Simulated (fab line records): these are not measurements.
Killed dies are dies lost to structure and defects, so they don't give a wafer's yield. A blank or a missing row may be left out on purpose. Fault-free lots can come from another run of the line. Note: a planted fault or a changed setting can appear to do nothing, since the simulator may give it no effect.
fab line records	flow n5-finfet
record lots=4	wafers=12	last-day=18
route steps=1938 shown BEOL_M0_CUTY@711 BEOL_M0@715 PASSIVATION@1936
lots that met no fault: from a run of the same line without faults
start-h: start of the lot's first displayed wafer, in hours after the record's first day	wait-h: how many hours have passed since the lot's step before this one	" same as the row above	L1.1+2: several wafers, shown together as one row	- either no value or no given start	* or withheld: withheld	< > ~ a bound
route shown NAME@n: a module of which the file shows steps, and the number in the route of the first	usual: average and standard deviation across the fault-free wafers	same: alike in all rows	chamber/n: place in a boat	sites: readings site by site	_std_site: the values' standard deviation	_edge_site: the outer-site mean with the inner-site mean subtracted	radius-mm: how far each site lies from the wafer's centre	mask NAME#n: copy n	behind: tool/chamber where the wafer was last shaped	hold: why the lot was held/for how many hours/how that ended	device: whichever transistor did not switch (one of n, p or np)	end of line: tests run on the same wafers once the route is complete	step lacking rows: just its recipe	killed: the dies lost at the first sort to structure and to defects; this is not the yield of the wafer	map: shows each die of a wafer: x if killed, . if not, _ if none is there
set.NAME: the setting that was run; set.NAME@STEP: the one run at that earlier step	model.NAME: the simulator's own value behind a step, which no gauge read
lots at some steps of the route; a table a step, a row a wafer
services: a tool's chamber out of use, with start hour (start-h, from the record's first day; less than 0 if before it), hours out, and reason
## steps
# step N5_BEOL_M0_CUTY_DESCUM_61
# recipe chemistry=O2	time-s=7.9	source-power-w=50	bias-power-w=20	pressure-mtorr=20	rf-frequency-hz=2.712e+07	temp-c=40	resist=CAR-ArF-block	o2-flow-sccm=225
# step N5_BEOL_M0_CUTY_ETCH_62
# recipe chemistry=CF4	target=SiARC	mask-material=CAR-ArF-block	time-s=58.5	ion-energy-ev=80	pressure-mtorr=40	source-w=545	bias-w=36	Ar_flow_sccm=100	cf4-flow-sccm=100	ends=cleared
# step N5_BEOL_M0_CUTY_ETCH_63
# recipe chemistry=N2/H2	target=SOC	target-depth-a=827	overetch-a=165	mask-material=SiARC	temp-c=40	ion-energy-ev=200	time-s=124	pressure-mtorr=30	source-w=840	bias-w=150	n2-flow-sccm=200	h2-flow-sccm=200
# step N5_BEOL_M0_CUTY_STRIP_64
# recipe chemistry=N2/H2	temp-c=40	n2-flow-sccm=200	h2-flow-sccm=200	rf-frequency-hz=6e+07
# step N5_BEOL_M0_ETCH_138
# recipe chemistry=CH3F/O2	target-depth-a=120	target=SiCN	time-s=31.6	ion-energy-ev=120	pressure-mtorr=30	source-w=395	bias-w=75	Ar_flow_sccm=150	CH3F_flow_sccm=30	O2_flow_sccm=20	ends=cleared
# step N5_BEOL_M0_HM_OPEN_105
# recipe chemistry=Cl2/BCl3	target-depth-a=120	target=TiN	ion-energy-ev=150	pressure-mtorr=10	icp-w=1000	bias-w=126	Cl2_flow_sccm=53.25	bcl3-flow-sccm=21.75	Ar_flow_sccm=25
# step N5_BEOL_M0_STRIP_140
# recipe chemistry=CF4	resist=SiARC	power-w=300	bias-power-w=75	pressure-mtorr=50	cf4-flow-sccm=150	rf-frequency-hz=6e+07
# step N5_BEOL_M0_STRIP_104
# recipe chemistry=N2/H2	power-w=450	temp-c=40	pressure-mtorr=20	rf-frequency-hz=6e+07	overash-fraction=0.3	bias-power-w=7	h2-frac=0.5	n2-flow-sccm=200	h2-flow-sccm=200
# step N5_BEOL_M0_WET_ETCH_106
# recipe chemistry=DHF	dilution=10:1	temp-c=25	target=SiO2	target-depth-a=1300	dry=ipa-marangoni	rinse-time-s=30	rinse-temp-c=23
# step N5_BEOL_M0_ETCH_128
# recipe chemistry=CF4/N2	target-depth-a=120	overetch-a=51	target=SiCN	time-s=21.4	ion-energy-ev=150	pressure-mtorr=40	source-w=430	bias-w=70	Ar_flow_sccm=100	cf4-flow-sccm=60	n2-flow-sccm=60
# step N5_BEOL_M0_TRENCH_ETCH_107
# recipe chemistry=C4F6/O2	target-depth-a=328	target=SiOC	time-s=16.4	ion-energy-ev=250	pressure-mtorr=30	source-w=355	bias-w=185	Ar_flow_sccm=300	C4F6_flow_sccm=10	O2_flow_sccm=10
# usual drypump-motor-current-A=5.72/0.27	oes_ar_750_au=0.82/0.092	oes-product-au=0.82/0.096	rf-vpp-V=668/13	showerhead-plenum-p-Torr=2.89/0.094	throttle-valve-pct=20.79/0.28
# same time-s=16.4
lot.wafer	tool	chamber	start-h	wait-h	drypump-motor-current-A	oes_ar_750_au	oes-product-au	rf-hours-counter-h	rf-vpp-V	showerhead-plenum-p-Torr	throttle-valve-pct
L761.1	rie-diel-05	3	126.92	0.0	5.90	0.69	0.68	234	649	2.83	21.18
L761.4	"	2	"	"	6.13	0.85	0.86	-	657	2.89	20.97
L761.5	"	0	"	"	5.58	0.79	0.80	-	666	2.86	20.48
L763.2	rie-diel-04	3	129.30	0.0	6.03	0.89	0.91	25	695	3.03	20.85
L763.3	"	2	"	"	5.46	0.70	0.70	201	657	2.71	21.32
L763.6	"	3	"	"	6.00	0.89	0.91	-	695	3.03	20.86
L777.1	rie-diel-04	3	225.35	0.0	6.04	0.84	0.86	59	692	3.02	20.90
L777.5	"	1	"	"	6.05	0.91	0.93	-	663	2.89	20.72
L777.6	"	0	"	"	5.42	0.67	0.67	-	675	2.81	20.88
L780.3	rie-diel-04	0	234.06	0.0	5.42	0.67	0.67	248	675	2.81	20.89
L780.5	"	0	"	"	5.39	0.67	0.66	-	677	2.81	20.88
L780.6	"	1	"	"	6.02	0.90	0.92	-	664	2.89	20.71
# step N5_BEOL_M0_STRIP_142
# recipe chemistry=N2/H2	time-s=10	power-w=450	temp-c=40	pressure-mtorr=20	rf-frequency-hz=6e+07	bias-power-w=7	n2-flow-sccm=200	h2-flow-sccm=200
# step N5_BEOL_M0_HM_STRIP_129
# recipe chemistry=peroxide-tin-strip	material=TiN	target-depth-a=170	temp-c=50	time-s=108
# step N5_BEOL_M0_SRD_130
# recipe time-s=30	temp-c=23	rinse-liquid=diw	dry=ipa-marangoni
# step N5_BEOL_M0_ETCH_109
# recipe chemistry=CH3F/O2	target-depth-a=80	overetch-a=24	target=SiCN	time-s=27.4	ion-energy-ev=120	pressure-mtorr=30	source-w=395	bias-w=75	Ar_flow_sccm=150	CH3F_flow_sccm=30	O2_flow_sccm=20
# step N5_BEOL_M0_STRIP_139
# recipe chemistry=post-etch-residue-remover	time-s=60	temp-c=25	remover-ph=withheld	remover-water-wt-pct=withheld	remover-fluoride-wt-pct=withheld
# step N5_BEOL_M0_SRD_111
# recipe time-s=30	temp-c=23	rinse-liquid=diw	dry=ipa-marangoni
# step N5_BEOL_M0_DEGAS_112
# recipe ambient=vacuum	temp-c=250	time-s=60
# step N5_BEOL_M0_PRE_CLEAN_113
# recipe gas=H2/He	time-s=30	temp-c=250
# step N5_BEOL_M0_ALD_136
# recipe material=TaN	target-thk-a=*	temp-c=275	ald-precursor-family=PDMAT	ald-co-reactant=NH3	pressure-torr=3	carrier-flow-sccm=1500	pulse-time-s=2	purge-time-s=3	co-reactant-purge-time-s=2	co-reactant-pulse-time-s=3	ald-cycles=30	precursor-vessel-temp-c=75	precursor-vessel-pressure-torr=26.25	precursor-vessel-carrier-sccm=1000
# step N5_BEOL_M0_SURFACE_TREAT_137
# recipe gas=Ar	time-s=*	ion-energy-ev=*	ion-current-ma-cm2=0.5	pressure-mtorr=*	ar-flow-sccm=30
# step N5_BEOL_M0_CVD_115
# recipe material=Co	target-thk-a=*	temp-c=withheld	precursor=CCTBA/H2	pressure-torr=30	time-s=120
# step N5_BEOL_M0_SPUTTER_116
# recipe material=Cu	target-thk-a=40	temp-c=-20	chamber-pressure-pa=0.07	power-w=withheld	time-s=7.37
# step N5_BEOL_M0_ANNEAL_117
# recipe temp-c=400	time-s=60	ambient=vacuum
# step N5_BEOL_M0_SPUTTER_132
# recipe material=Cu	target-thk-a=40	temp-c=-20	chamber-pressure-pa=0.07	power-w=withheld	time-s=7.37
# step N5_BEOL_M0_ANNEAL_133
# recipe temp-c=400	time-s=60	ambient=vacuum
# step N5_BEOL_M0_SPUTTER_134
# recipe material=Cu	target-thk-a=40	temp-c=-20	chamber-pressure-pa=0.07	power-w=withheld	time-s=7.37
# step N5_BEOL_M0_ANNEAL_135
# recipe temp-c=400	time-s=60	ambient=vacuum
# step N5_BEOL_M0_SPUTTER_141
# recipe material=Cu	target-thk-a=40	temp-c=-20	chamber-pressure-pa=0.07	power-w=withheld	time-s=7.37
# step N5_BEOL_M0_ECD_118
# recipe material=Cu	target-thk-a=3000
# step N5_BEOL_M0_ANNEAL_119
# recipe temp-c=225	time-s=90	ambient=N2
# step N5_BEOL_M0_CMP_120
# recipe stop-on=SiOC	t-overpolish-s=6.9	down-force-psi=1	platen-rpm=50	clearing-platen-down-force-psi=1.5	clearing-platen-rpm=50	post-cmp-clean=cu-alkaline	clearing-platen-pad-velocity-m-s=0.99484	pad-velocity-m-s=0.99484
# step N5_BEOL_M0_PRE_CLEAN_131
# recipe gas=NH3/H2	time-s=15	temp-c=*	rf-power-w=300
# step N5_BEOL_M0_CO_CAP_123
# recipe material=Co	target-thk-a=20	temp-c=200	precursor=CCTBA/H2	pressure-torr=30	time-s=102.1
# step N5_BEOL_M0_PRE_CLEAN_124
# recipe gas=NH3	time-s=15	temp-c=withheld	rf-power-w=300
# step N5_BEOL_M0_DEP_125
# recipe material=SiCN	target-thk-a=80	temp-c=withheld	precursor=3MS/NH3	pressure-torr=3	rf-w=202	time-s=14
# step N5_PASSIVATION_PROBE_49
# usual defect-limited-yield=91.1/1.4	killed_at_M0_to_M3=36/11	killed_at_M4_up=14/5.2	killed-at-contacts=12/6.1	killed-at-front-end=40/12	killed-at-other=3.2/2.5	killed-dies=105/16	killed-on-rim=14/4.4	killed-open=68/12	killed-short=35/8.7	sort_bin_5_function=5.2/0.89	sort_bin_6_memory=3.3/0.66	sort-n-pass=1074/16	sort-yield-pct=91.1/1.4
# same gross-dies=1180	killed-at-back-side=0	sort_bin_4_leakage[%]=0	sort_bin_8_speed[%]=0
lot.wafer	tool	chamber	start-h	wait-h	defect-limited-yield[%]	killed_at_M0_to_M3	killed_at_M4_up	killed-at-contacts	killed-at-front-end	killed-at-other	killed-dies	killed-on-rim	killed-open	killed-short	sort_bin_5_function[%]	sort_bin_6_memory[%]	sort-n-pass	sort-yield-pct[%]
L777.6	prober-01	-	412.23	0.3	85.5	130	7	9	23	2	171	11	43	29	10.1	3.1	1009	85.5
L780.3	prober-01	-	420.86	0.1	83.6	135	11	12	33	3	194	16	62	28	9.7	5.3	986	83.6
L780.5	prober-01	-	420.96	0.2	83.5	122	12	20	34	7	195	13	60	35	11.5	3.6	985	83.5
# killed by level:class
L777.6 BEOL_M0:unspecified=98 BEOL_M3:geometric-particle:open=8 BEOL_M0_SAQP:geometric-particle:open=8 FIN_SAQP:geometric-particle:short=7 FIN_SAQP:geometric-particle:open=6 MOL_CONTACT_COAG:geometric-particle:open=4 MOL_CONTACT_COAG:geometric-particle:short=4 BEOL_M0_SAQP:geometric-particle:short=4
L780.3 BEOL_M0:unspecified=100 MOL_CONTACT_COAG:geometric-particle:open=10 BEOL_M2:geometric-particle:open=8 GATE_CUT:geometric-particle:short=7 STI_FIN_REVEAL:geometric-particle:open=7 BEOL_M3:geometric-particle:open=7 BEOL_M0_SAQP:geometric-particle:open=6 GATE_CUT:geometric-particle:open=5
L780.5 BEOL_M0:unspecified=97 MOL_CONTACT_COAG:geometric-particle:open=13 BEOL_M0_SAQP:geometric-particle:open=7 MOL_CONTACT_COAG:geometric-particle:short=6 GATE_CUT:geometric-particle:short=5 BEOL_M2:geometric-particle:open=5 FIN_SAQP:geometric-particle:open=4 FIN_SAQP:geometric-particle:short=4
# map L777.6 (x killed, . not)
_________________.x.x........________________
______________.................._____________
___________........................__________
__________.........x.x...x....x....._________
________.............................._______
_______.......x...x............x....x..______
______.........x.x..........x..........._____
_____.......x...................x.x......____
____.........x.......................x....___
___.........x......................x.......__
___....................xx.....x............__
__.x........................................_
__..........x.....................x........._
_..x........x................x......x........
_.............x..............x...............
_........x............x.x...x................
_...x.....................xx...xx............
_.x...........x...........xx.x.xxx...........
_...................x....xxxxxx.x......x.....
_.....x.x.....x...x....x..xxxxxxxxxx.........
_...................xx.xxxxxxxxxx.x....x.....
__.x...x.............x.xxxxxxxxxxx.x.......x_
__.....x........x.....xxxxxxxxxxxxxx.xx....._
___x...................x.xxxxxxx.xx...x....__
___xx.............x.....xxxxxxxxx..........__
____....................xxxxxxxx..........___
_____....x............x...xxx.xx.........____
______.................................._____
_______.x........x...........x.....x...______
________x................x..x........._______
__________x...............x........._________
___________........................__________
______________......x..........._____________
_________________.......x....________________
# map L780.5 (x killed, . not)
_________________............________________
______________...x...........x.._____________
___________....x....x..............__________
__________..x...x...x..x............_________
________..........x..................._______
_______..................x.............______
______......x...x...............x......._____
_____.......x.................x...x....x.____
____.........x......x..................x..___
___.................x..................x...__
___......x............x.......x.....x......__
__............x....x...x.....x.........xx..._
__.................x..x......x..........xxx._
_...x........................x...............
_.............x....x......x..........x...xx.x
_.x...............x..............x...........
_.............x............xx.x..............
_..x....................xxxxxx..........x....
_..............x..x..x.xx.xxxxxx.........x...
_......................xxxxxxx.xxxxx.........
_....................xxxxxxxxxxxxx...........
__....x......x..xx...x..xxxxxxxxxxx........._
__................x..xxxxxxxxxxxxxxx........_
___x...........x.xx.x.x.xxxxxxxx...x.......__
___.x..................x.xxxxxxxxx..x......__
____....................x..xxxxxxx.x......___
_____x..x..................xxx..x.....x.x____
______...........x.....x.........x....x._____
_______............x.x..x..x.....x.....______
________...........x...x...........x.._______
__________..........xx.........x...._________
___________..x........xx..........x__________
______________.................._____________
_________________........x...________________
## services
tool	chamber	start-h	hours	kind
rie-diel-05	1	117.01	-	clean
rie-diel-05	1	117.01	-	consumable-replace:focus-ring
rie-diel-05	1	117.01	21.5	scheduled-down
rie-diel-05	1	117.01	21.5	vent-cycle
rie-diel-04	0	120.85	5.2	repair
rie-diel-04	1	135.28	-	clean
rie-diel-04	1	135.28	-	consumable-replace:focus-ring
rie-diel-04	1	135.28	16.8	scheduled-down
rie-diel-04	1	135.28	16.8	vent-cycle
rie-diel-05	3	184.85	-	clean
rie-diel-05	3	184.85	-	consumable-replace:focus-ring
rie-diel-05	3	184.85	29.9	scheduled-down
rie-diel-05	3	184.85	29.9	vent-cycle
## key
first-sign step=N5_PASSIVATION_PROBE_49	reading=killed_at_M0_to_M3	direction=up	sigmas=8.7	usual=36	struck=129
effect step=N5_PASSIVATION_PROBE_49	reading=defect-limited-yield	direction=down	sigmas=4.9	usual=91.1	struck=84.2
more-kills-born-at N5_BEOL_M0_TRENCH_ETCH_107@rie-diel-04=295
met-at N5_BEOL_M0_TRENCH_ETCH_107
struck-wafers L777.6,L780.3,L780.5
fault kind=chamber-particle-source	tool=rie-diel-04	chamber=0	onset-h=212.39	steps=N5_BEOL_M0_TRENCH_ETCH_107	rate-per-visit-cm2=0.45493	end-h=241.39
